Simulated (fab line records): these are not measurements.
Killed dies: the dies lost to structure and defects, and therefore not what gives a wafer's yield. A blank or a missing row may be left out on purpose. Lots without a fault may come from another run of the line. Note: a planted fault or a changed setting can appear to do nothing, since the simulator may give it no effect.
Struck lot and sound lot, side by side	flow n5-finfet	39 out of 1938 route steps
Sound: the wafers L528.2, L528.4, L528.6. Struck: wafer L529.6 (left out: L529.3, L529.5 of the same lot, which were not struck); the cause appears at the end.
For every step that has rows: the tool of each side, followed by ch and its chambers, followed by its first start. Under that, the readings that differ: sound wafers	struck wafers	difference of the means	sigmas: that difference in standard deviations of wafers without a fault.
alike: a reading whose means differ by less than 2 such deviations, as well as words and numbers matching on both sides. not compared: withheld readings; readings where some wafer has no value; bounds like >300 that might hide an equal value; numbers whose values overlap and for which the record gives no deviation.
A row with sigmas, a row that says differs or no value, or rows on one side alone: a step with any of these is where the two part. When numbers do not overlap yet have no deviation, they are printed without sigmas and do not part them. A reading that every wafer of one side lacks parts them only if that side has two wafers or more.

first, 9 steps without rows for these wafers: N5_SDB_CMP_30 (polishes, stops on poly-Si, t overpolish 1.54 s, target thk 30 nm); N5_DUMMY_REMOVAL_HM_STRIP_01 (strips SiNx in CH3F/O2, stops on poly-Si, target depth 4 nm, time 6.8 s); N5_DUMMY_REMOVAL_STRIP_10 (strips in N2/H2, time 40 s); N5_DUMMY_REMOVAL_PRECLEAN_07 (cleans in dHF, time 30 s); N5_DUMMY_REMOVAL_DUMMY_REMOVE_02 (chemistry TMAH, target poly-Si, stops on SiO2, target depth 142 nm, time 57 s, rinse time 30 s); N5_DUMMY_REMOVAL_PRECLEAN_08 (cleans in NF3:NH3, afs cycles 2, time 20 s, sublimation time 60 s); N5_DUMMY_REMOVAL_PRECLEAN_04 (cleans in DHF, time 37 s); N5_DUMMY_REMOVAL_SRD_05 (time 30 s); N5_HKMG_FIN_IL_REGROW_00 (material SiO2, chemistry O3, target thk 0.75 nm, time 30 s).
N5_HKMG_FIN_HK_ALD_01: deposits HfO2, target thk 1.6 nm, pulse time 3 s, purge time 3 s.
  sound on ald-hk-02 ch 0,2,3, day 5 06:37; struck on ald-hk-02 ch 0, day 5 10:22
reading	sound	struck	difference	sigmas
ald-cycles	30 30 30	14	-16	
model.HfO2_of_HKMG_FIN_HK_ALD_01.thk-nm (nm)	1.6 1.6 1.6	0.8	-0.8	
  alike: precursor-pulse-height-rel
then, 26 steps without rows for these wafers: N5_HKMG_FIN_HK_ANNEAL_02 (time 30 s); N5_HKMG_FIN_ALD_74 (deposits La2O3, target thk 0.5 nm, pulse time 6 s, co reactant pulse time 1 s); N5_HKMG_FIN_ALD_75 (deposits Al2O3, target thk 1 nm, co reactant pulse time 1 s); N5_HKMG_FIN_COAT_41 (time 60 s, resist thk 300 nm); N5_HKMG_FIN_COAT_42 (time 60 s, resist thk 35 nm); N5_HKMG_FIN_COAT_43 (resist thk 90 nm); N5_HKMG_FIN_EBR_45; N5_HKMG_FIN_SOFTBAKE_44 (time 60 s); N5_HKMG_FIN_EXPOSE_46 (exposes mask NDIPOLE); N5_HKMG_FIN_PEB_47 (peb time 60 s); N5_HKMG_FIN_DEVELOP_48 (develop time 30 s); N5_HKMG_FIN_DESCUM_53 (chemistry O2, time 7.9 s); N5_HKMG_FIN_ETCH_54 (etches SiARC in CF4, target depth 45.5 nm, time 75.8 s); N5_HKMG_FIN_ETCH_55 (etches SOC in N2/H2, target depth 240 nm, time 300 s); N5_HKMG_FIN_STRIP_56 (strips in N2/H2); N5_HKMG_FIN_STRIP_57 (strips in CF4); N5_HKMG_FIN_ETCH_58 (etches SOC in N2/H2, target depth 215.8 nm, time 741 s); N5_HKMG_FIN_STRIP_93 (strips SOC in N2/H2, time 20 s); N5_HKMG_FIN_WET_ETCH_76 (etches Al2O3 in dNH4OH, stops on La2O3, target depth 2.25 nm, rinse time 30 s); N5_HKMG_FIN_STRIP_60 (strips in N2/H2, time 360 s); N5_HKMG_FIN_WET_ETCH_77 (etches La2O3 in dHCl, stops on HfO2, target depth 2 nm); N5_HKMG_FIN_WET_ETCH_78 (etches Al2O3 in dNH4OH, stops on La2O3, target depth 4.5 nm, rinse time 30 s); N5_HKMG_FIN_ALD_79 (deposits TiN, target thk 1.5 nm, pulse time 1 s, purge time 3 s); N5_HKMG_FIN_CVD_62 (deposits a-Si from Si2H6, target thk 3 nm, time 20.8 s); N5_HKMG_FIN_RTA_80 (time 2 s); N5_HKMG_FIN_PRECLEAN_64 (cleans in dHF, time 30 s).
N5_HKMG_FIN_THK_MEAS_70: measures by xrf.
  struck on film-metro-02, day 5 14:05; sound on film-metro-01, day 5 10:11
reading	sound	struck	difference	sigmas
HK_THK (nm)	1.601 1.609 1.608	0.746	-0.860	-45
-- the record jumps here: 4 days lie between the struck wafers' starts before and after (it left off in module HKMG_FIN and takes up again in module BEOL_M4, whose first step shown is number 1111 of the route) --
N5_BEOL_M4_RC_MEAS_101:
  sound on prober-01 ch 0, day 8 20:48; struck on prober-01 ch 0, day 9 04:38
reading	sound	struck	difference	sigmas
DIBL_N (mV/V)	39.6 35.0 39.2	31.2	-6.7	-4
DIBL_P (mV/V)	38.3 34.4 39.1	31.9	-5.4	-2
EOT_N	10.53 10.77 10.62	8.88	-1.76	-19
EOT_P	10.37 10.49 10.56	8.87	-1.60	-17
IGATE_N (nA/um)	0.0134 0.0093 0.0121	3.7866	+3.7750	+99 or more
IGATE_P (nA/um)	0.0040 0.0028 0.0037	1.1631	+1.1596	+99 or more
IOFF_N (nA/um)	0.23 0.12 0.21	0.10	-0.09	-2
IOFF_P (nA/um)	0.27 0.20 0.30	0.14	-0.12	-3
SS_N (mV/dec)	72.3 71.2 72.3	70.7	-1.2	-2
VT_P (mV)	-246 -250 -245	-256	-9	-3
  alike: ION_N, ION_P, SS_P, VT_N
-- a jump in the record: the struck wafers' starts before and after are 4 days apart (it breaks off in module BEOL_M4 and resumes in module PASSIVATION, where the first step shown is number 1936 of the route) --
N5_PASSIVATION_PROBE_49:
  struck on prober-01, day 13 07:03; sound on prober-02, day 13 06:28
reading	sound	struck	difference	sigmas
killed-at-other	9 12 5	2	-7	-2
killed-short	40 45 34	25	-15	-2
sort_bin_4_leakage (%)	0 0 0	93.31	+93.31	+99 or more
sort_bin_6_memory (%)	2.9 4.0 4.0	2.1	-1.5	-2
sort-n-pass	1085 1060 1074	0	-1073	-67
sort-yield-pct (%)	91.9 89.8 91.0	0	-91	-65
  alike: defect-limited-yield, killed_at_M0_to_M3, killed_at_M4_up, killed-at-contacts, killed-at-front-end, killed-dies, killed-on-rim, killed-open, sort_bin_5_function

WHERE THEY PART
First at N5_HKMG_FIN_THK_MEAS_70; last, within this record, at N5_PASSIVATION_PROBE_49.

WHY: whatever the simulator had introduced
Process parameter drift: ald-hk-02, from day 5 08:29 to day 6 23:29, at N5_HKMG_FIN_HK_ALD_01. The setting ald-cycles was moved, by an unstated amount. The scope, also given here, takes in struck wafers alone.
